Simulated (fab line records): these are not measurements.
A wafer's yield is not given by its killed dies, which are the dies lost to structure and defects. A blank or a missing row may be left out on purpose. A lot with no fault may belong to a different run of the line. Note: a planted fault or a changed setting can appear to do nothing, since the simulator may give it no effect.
Struck lot and sound lot, side by side / flow n5 finfet / 14 steps out of a route of 1938
Sound: the wafers L628.4, L628.5, L628.6. Wafers struck: L643.2, L643.4, L643.5. At the end, the cause is stated.
Each step with rows lists, per side, the tool, then ch with its chambers, then its first start. Under that, the readings that differ: sound wafers / struck wafers / difference of the means / sigmas: that difference in standard deviations of wafers without a fault.
alike: same words and numbers on both sides, and readings whose means sit less than 2 such deviations apart. not compared: any withheld reading, any reading some wafer has no value for, any bound like >300 that may hide the same value, and any number with overlapping values for which the record gives no deviation.
The two part at a step that has a row with sigmas, a row that says differs or no value, or rows on one side only. Numbers that have no deviation but don't overlap get no sigmas and don't part them. A reading that every wafer of one side lacks parts them only if that side has two wafers or more.

first, 8 steps without rows for these wafers: N5_BEOL_M8_COAT_64 (time 60 s, resist thk 12 nm); N5_BEOL_M8_COAT_71 (time 60 s, resist thk 5 nm); N5_BEOL_M8_COAT_22 (resist thk 30 nm); N5_BEOL_M8_EBR_24; N5_BEOL_M8_SOFTBAKE_23 (time 60 s); N5_BEOL_M8_EXPOSE_25 (exposes mask V7, target cd 40 nm); N5_BEOL_M8_PEB_26 (peb time 60 s); N5_BEOL_M8_DEVELOP_27 (develop time 30 s).
N5_BEOL_M8_CD_MEAS_28 targets a cd of 40 nm.
  sound on cd sem-01 ch 0, day 9 14:04; struck on cd sem-01 ch 0, day 13 01:02
  alike: cd nm
N5_BEOL_M8_OVL_MEAS_29:
  sound on overlay-01 ch 0, day 9 14:09; struck on overlay-02 ch 0, day 13 01:04
  alike: V7_OVL
N5_BEOL_M8_INSPECT_30: inspects for defects (brightfield).
  sound on defect inspect-02 at day 9 14:11; struck on defect inspect-02 at day 13 01:07
  alike: raw defect count
N5_BEOL_M8_DESCUM_33: chemistry O2, time 7 s.
  sound on rie diel-01 ch 0,3, day 9 14:17; struck on rie diel-01 ch 0,3, day 13 01:09
  alike: chamber pressure mTorr, drypump motor current A, oes product au, rf vpp V, showerhead plenum p Torr, throttle valve pct
  not compared: rf hours counter h
N5_BEOL_M8_ETCH_72: etches underlayer in N2/H2, target depth 6.5 nm, time 5.2 s.
  sound on rie diel-01 ch 0,3, day 9 14:19; struck on rie diel-01 ch 0,3, day 13 01:11
reading=h2 flow sccm (sccm); sound=200.0 199.9 200.5; struck=220.4 220.3 220.7; difference=+20.3; sigmas=+35
reading=throttle valve pct (%); sound=18.05 17.71 18.05; struck=18.40 18.76 18.75; difference=+0.70; sigmas=+4
  alike: chamber pressure mTorr, drypump motor current A, etch rf on time s, oes product au, rf vpp V, showerhead plenum p Torr
  not compared: rf hours counter h
N5_BEOL_M8_ETCH_65: etches SiARC in CF4, target depth 15.6 nm, time 26 s.
  sound on rie diel-01 ch 0,3, day 9 14:20; struck on rie diel-01 ch 0,3, day 13 01:12
  alike: chamber pressure mTorr, drypump motor current A, etch rf on time s, oes product au, rf vpp V, showerhead plenum p Torr, throttle valve pct
  not compared: rf hours counter h

WHERE THEY PART
At N5_BEOL_M8_ETCH_72 and nowhere else, as far as this record goes. Later steps at which nothing parts them and some readings are alike: N5_BEOL_M8_ETCH_65.

WHY: what had been put in by the simulator
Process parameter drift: rie diel-01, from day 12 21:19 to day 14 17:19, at N5_BEOL_M8_ETCH_72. From 200, the setting h2 flow sccm moved by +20. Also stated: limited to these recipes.
